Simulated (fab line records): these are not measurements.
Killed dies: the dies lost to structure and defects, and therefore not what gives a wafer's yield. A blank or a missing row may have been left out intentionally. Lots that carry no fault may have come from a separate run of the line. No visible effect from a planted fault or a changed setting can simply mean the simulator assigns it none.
What tool caused it? | flow n5Finfet | Sampling: 7 lots, 20 wafers, 8 of 1938 route steps

WHAT THE GAUGES READ, wafer by wafer
N5_BEOL_M2_OCD_MEAS_38.
lot  | measured     | on     | trenchDepthNm (nm)
L947 | day 7 19:44  | ocd-02 | 55.2 54.7 55.4
L948 | day 8 04:11  | ocd-01 | 54.3 55.3 55.4
L951 | day 8 13:52  | ocd-02 | 54.6 53.9 45.9
L950 | day 8 16:34  | ocd-01 | 46.8 54.5
L960 | day 10 20:25 | ocd-02 | 55.3 56.1 55.6
L965 | day 12 03:29 | ocd-01 | 55.4 54.0 55.2
L966 | day 12 16:43 | ocd-02 | 56.3 55.0 55.9

N5_BEOL_M2_THK_MEAS_53: measures by xrf.
lot  | measured     | on           | M2_THK (nm)
L947 | day 7 23:32  | filmMetro-02 | 41.3 40.4 39.6
L948 | day 8 07:36  | filmMetro-02 | 40.2 39.6 40.0
L951 | day 8 17:53  | filmMetro-01 | 42.2 42.5 32.3
L950 | day 8 20:02  | filmMetro-02 | 30.9 38.8
L960 | day 11 00:29 | filmMetro-02 | 38.8 38.1 38.2
L965 | day 12 07:16 | filmMetro-01 | 41.1 40.2 40.0
L966 | day 12 21:57 | filmMetro-02 | 40.6 39.4 40.0

N5_BEOL_M2_RS_MEAS_58: a four-point-probe measurement.
lot  | measured     | on           | M2_RS (ohm/sq)
L947 | day 7 23:48  | filmMetro-01 | 0.632 0.647 0.658
L948 | day 8 07:53  | filmMetro-01 | 0.669 0.681 0.675
L951 | day 8 18:14  | filmMetro-01 | 0.633 0.626 0.890
L950 | day 8 20:17  | filmMetro-02 | 0.921 0.685
L960 | day 11 00:44 | filmMetro-02 | 0.692 0.703 0.703
L965 | day 12 07:31 | filmMetro-01 | 0.647 0.662 0.668
L966 | day 12 22:13 | filmMetro-02 | 0.649 0.674 0.657

N5_BEOL_M4_RC_MEAS_101.
lot  | measured     | on        | DIBL_N (mV/V)  | DIBL_P (mV/V)  | IOFF_N (nA/um)    | IOFF_P (nA/um)    | ION_N (uA/um) | ION_P (uA/um) | SERP_M2 (ohm/um) | SERP_M2_max_site (ohm/um) | SS_N (mV/dec)  | SS_P (mV/dec)  | VT_N (mV)         | VT_P (mV)
L947 | day 8 17:25  | prober-02 | 35.5 34.8 36.0 | 34.7 33.8 35.1 | 0.126 0.121 0.137 | 0.169 0.164 0.182 | 658 664 672   | 450 457 459   | 189 182 185      | 207 195 201               | 70.6 69.9 70.4 | 72.4 72.7 72.3 | 250.9 252.8 252.8 | -255.3 -255.6 -254.5
L948 | day 9 04:35  | prober-02 | 37.6 36.4 37.9 | 36.7 36.1 37.3 | 0.184 0.168 0.192 | 0.262 0.241 0.272 | 682 686 678   | 471 468 465   | 192 185 192      | 204 195 208               | 71.5 71.5 71.8 | 73.2 73.4 73.4 | 245.7 247.2 248.0 | -246.9 -244.0 -243.8
L951 | day 9 14:19  | prober-02 | 36.9 37.7 36.9 | 34.3 35.4 34.6 | 0.153 0.170 0.166 | 0.203 0.221 0.202 | 670 667 674   | 467 462 459   | 171 178 237      | 191 189 258               | 71.5 71.7 71.5 | 73.2 72.8 72.8 | 249.4 247.7 250.3 | -248.5 -248.0 -252.3
L950 | day 9 19:53  | prober-01 | 34.3 35.1      | 34.7 35.5      | 0.129 0.140       | 0.158 0.175       | 664 679       | 450 461       | 251 204          | 268 208                   | 71.2 71.3      | 73.6 73.3      | 252.9 248.6       | -256.2 -252.5
L960 | day 12 04:41 | prober-02 | 37.3 37.7 35.5 | 39.7 39.0 36.3 | 0.196 0.200 0.151 | 0.241 0.229 0.188 | 692 687 678   | 468 466 464   | 191 200 195      | 197 209 212               | 71.8 72.1 71.4 | 73.2 74.0 73.0 | 245.1 247.1 249.1 | -249.5 -250.1 -253.0
L965 | day 13 06:17 | prober-01 | 35.6 36.1 36.0 | 36.5 37.8 37.2 | 0.161 0.182 0.166 | 0.215 0.238 0.222 | 666 681 677   | 461 461 462   | 181 195 197      | 198 213 213               | 71.9 71.8 72.7 | 73.0 73.9 73.7 | 249.0 246.7 248.1 | -250.2 -247.1 -251.9
L966 | day 13 22:22 | prober-01 | 37.1 36.0 35.0 | 36.4 35.6 34.3 | 0.166 0.143 0.132 | 0.217 0.202 0.178 | 679 674 662   | 465 463 457   | 191 206 200      | 210 216 216               | 71.8 71.9 71.6 | 73.3 73.1 73.4 | 250.1 250.6 251.1 | -246.2 -248.4 -248.6

TOOL THAT RAN EACH LOT (tool first, then ch and the chambers of the sampled wafers, then the start)
lot  | N5_BEOL_M2_ETCH_63                | N5_BEOL_M2_VIA_ETCH_34            | N5_BEOL_M2_TRENCH_ETCH_37         | N5_BEOL_M2_STRIP_97
L947 | rieDiel-04 ch 0,2, day 7 16:46    | rieDiel-05 ch 2,3, day 7 19:29    | rieDiel-05 ch 2,3, day 7 19:35    | rieDiel-05 ch 2,3, day 7 19:44 or earlier
L948 | rieDiel-04 ch 0,2, day 7 20:34    | rieDiel-05 ch 2,3, day 8 03:50    | rieDiel-05 ch 2,3, day 8 03:59    | rieDiel-05 ch 2,3, day 8 04:11 or earlier
L951 | rieDiel-05 ch 2,3, day 8 11:29    | rieDiel-05 ch 0,2, day 8 13:37    | rieDiel-05 ch 0,2, day 8 13:43    | rieDiel-05 ch 0,2, day 8 13:52 or earlier
L950 | rieDiel-05 ch 2,3, day 8 14:01    | rieDiel-05 ch 2,3, day 8 16:19    | rieDiel-05 ch 2,3, day 8 16:25    | rieDiel-05 ch 2,3, day 8 16:34 or earlier
L960 | rieDiel-04 ch 1,2,3, day 10 18:30 | rieDiel-04 ch 1,2, day 10 20:10   | rieDiel-04 ch 1,2, day 10 20:16   | rieDiel-04 ch 1,2, day 10 20:25 or earlier
L965 | rieDiel-04 ch 0,1,2, day 12 00:13 | rieDiel-01 ch 1,2,3, day 12 03:14 | rieDiel-01 ch 1,2,3, day 12 03:20 | rieDiel-01 ch 1,2,3, day 12 03:29 or earlier
L966 | rieDiel-01 ch 2,3, day 12 14:31   | rieDiel-04 ch 0,1, day 12 16:28   | rieDiel-04 ch 0,1, day 12 16:34   | rieDiel-04 ch 0,1, day 12 16:43 or earlier
- N5_BEOL_M2_ETCH_63: etches SiARC in CF4, target depth 15.6 nm, time 26 s.
- N5_BEOL_M2_VIA_ETCH_34: etches the open film in C4F6/O2, target depth 69.4 nm, time 65.9 s.
- N5_BEOL_M2_TRENCH_ETCH_37: etches SiOC in C4F6/O2, target depth 55.555 nm, time 29.2 s.
- N5_BEOL_M2_STRIP_97: strips in N2/H2, time 10 s.

AS READ BY THE TOOLS THEMSELVES (means over the sampled wafers that have a number; for cases with no such wafer, the mark the record gives instead)
N5_BEOL_M2_ETCH_63.
lot  | tool       | drypumpMotorCurrentA (A) | etchRfOnTimeS (s) | mfcArSccm (sccm) | oesProductAu (a.u.) | rfVppV (V) | showerheadPlenumPTorr (Torr) | throttleValvePct (%)
L947 | rieDiel-04 | 6.1                      | 25.9              | 100.2            | 0.58                | 184.0      | 2.14                         | 15.50
L948 | rieDiel-04 | 6.3                      | 26.4              | 99.6             | 0.59                | 183.4      | 2.09                         | 15.50
L951 | rieDiel-05 | 5.9                      | 26.3              | 99.7             | 0.67                | 184.8      | 2.21                         | 15.69
L950 | rieDiel-05 | 6.0                      | 26.1              | 100.2            | 0.66                | 185.2      | 2.19                         | 15.69
L960 | rieDiel-04 | 5.7                      | 25.8              | 99.7             | 0.68                | 184.1      | 2.18                         | 15.48
L965 | rieDiel-04 | 6.0                      | 26.0              | 100.0            | 0.74                | 184.5      | 2.20                         | 15.36
L966 | rieDiel-01 | 5.6                      | 25.9              | 99.7             | 0.60                | 182.4      | 2.06                         | 15.73

N5_BEOL_M2_VIA_ETCH_34.
lot  | tool       | drypumpMotorCurrentA (A) | mfcArSccm (sccm) | oes_ar_750_au (a.u.) | oesProductAu (a.u.) | rfVppV (V) | showerheadPlenumPTorr (Torr) | throttleValvePct (%)
L947 | rieDiel-05 | 6.3                      | 300.0            | 0.79                 | 0.78                | 665        | 2.90                         | 30.7
L948 | rieDiel-05 | 5.9                      | 300.5            | 0.78                 | 0.78                | 665        | 2.94                         | 30.8
L951 | rieDiel-05 | 6.3                      | 299.3            | 0.79                 | 0.79                | 666        | 2.82                         | 30.5
L950 | rieDiel-05 | 6.0                      | 299.1            | 0.78                 | 0.77                | 665        | 2.92                         | 30.8
L960 | rieDiel-04 | 5.7                      | 300.5            | 0.85                 | 0.85                | 659        | 2.88                         | 30.5
L965 | rieDiel-01 | 6.1                      | 299.8            | 0.74                 | 0.74                | 665        | 2.80                         | 30.9
L966 | rieDiel-04 | 6.3                      | 299.3            | 0.88                 | 0.88                | 672        | 2.95                         | 30.4

N5_BEOL_M2_TRENCH_ETCH_37.
lot  | tool       | drypumpMotorCurrentA (A) | mfcArSccm (sccm) | oes_ar_750_au (a.u.) | oesProductAu (a.u.) | rfVppV (V) | showerheadPlenumPTorr (Torr) | throttleValvePct (%)
L947 | rieDiel-05 | 6.3                      | 300.8            | 0.79                 | 0.78                | 664        | 2.90                         | 20.89
L948 | rieDiel-05 | 5.9                      | 300.3            | 0.78                 | 0.78                | 666        | 2.94                         | 20.95
L951 | rieDiel-05 | 6.3                      | 300.4            | 0.79                 | 0.79                | 666        | 2.82                         | 20.79
L950 | rieDiel-05 | 6.0                      | 300.5            | 0.79                 | 0.78                | 666        | 2.92                         | 20.93
L960 | rieDiel-04 | 5.8                      | 299.4            | 0.85                 | 0.84                | 660        | 2.89                         | 20.61
L965 | rieDiel-01 | 6.1                      | 300.0            | 0.75                 | 0.74                | 665        | 2.80                         | 21.05
L966 | rieDiel-04 | 6.3                      | 300.1            | 0.87                 | 0.89                | 672        | 2.96                         | 20.56

N5_BEOL_M2_STRIP_97.
lot  | tool       | drypumpMotorCurrentA (A) | n2FlowSccm (sccm) | oesProductAu (a.u.) | rfVppV (V) | showerheadPlenumPTorr (Torr) | throttleValvePct (%)
L947 | rieDiel-05 | 6.2                      | 199.7             | 0.78                | 59.8       | 2.59                         | 23.4
L948 | rieDiel-05 | 5.9                      | 200.0             | 0.78                | 58.7       | 2.62                         | 23.4
L951 | rieDiel-05 | 6.3                      | 199.1             | 0.79                | 60.3       | 2.51                         | 23.3
L950 | rieDiel-05 | 6.1                      | 200.1             | 0.78                | 59.5       | 2.59                         | 23.4
L960 | rieDiel-04 | 5.8                      | 199.8             | 0.86                | 58.9       | 2.58                         | 23.5
L965 | rieDiel-01 | 6.1                      | 199.4             | 0.74                | 59.1       | 2.48                         | 23.8
L966 | rieDiel-04 | 6.3                      | 200.0             | 0.89                | 59.7       | 2.65                         | 23.4

THE ANSWER, worked out from the rows above alone
Rule: what is usual is taken from the lots themselves. The widest of any qualifying gaps counts: lots, ordered by their means at a reading, are off when they make up no more than a third of the lots, leave a main group of 4 or more, and stand apart from it by 3 or more times the standard deviation of that group's means. The tables above print the reading to a certain number of digits; a main group whose means all agree to those digits is not used. Also off: a lot with no number at a reading for which 4 or more lots have one. Where the step has rows for the other lots, those lots are counted as sound. The gauges are gone through in route order, then the tools' own readings, and for those a lot's mean is taken as printed above. At the first step where some lot is off, the reading lying furthest off is the one used; lots without a number count as furthest.
Off at N5_BEOL_M2_OCD_MEAS_38 (trenchDepthNm): L951, L950. The main group: mean 55.3 nm, standard deviation 0.36.
If a tool, at a process step before that reading, ran all the lots that are off and no sound lot after the first of them, it fits. Those tools and the gauges at N5_BEOL_M2_OCD_MEAS_38 are tried in the same way. N5_BEOL_M2_STRIP_97 gives no start for some lots, so the hours and the order of its lots are those of N5_BEOL_M2_OCD_MEAS_38. One fits: rieDiel-05 at N5_BEOL_M2_ETCH_63 and N5_BEOL_M2_VIA_ETCH_34 and N5_BEOL_M2_TRENCH_ETCH_37 and N5_BEOL_M2_STRIP_97. It ran no sound lot before its first lot that is off in this sample, so the start can't be narrowed down.

WHAT HAD BEEN PUT IN BY THE SIMULATOR
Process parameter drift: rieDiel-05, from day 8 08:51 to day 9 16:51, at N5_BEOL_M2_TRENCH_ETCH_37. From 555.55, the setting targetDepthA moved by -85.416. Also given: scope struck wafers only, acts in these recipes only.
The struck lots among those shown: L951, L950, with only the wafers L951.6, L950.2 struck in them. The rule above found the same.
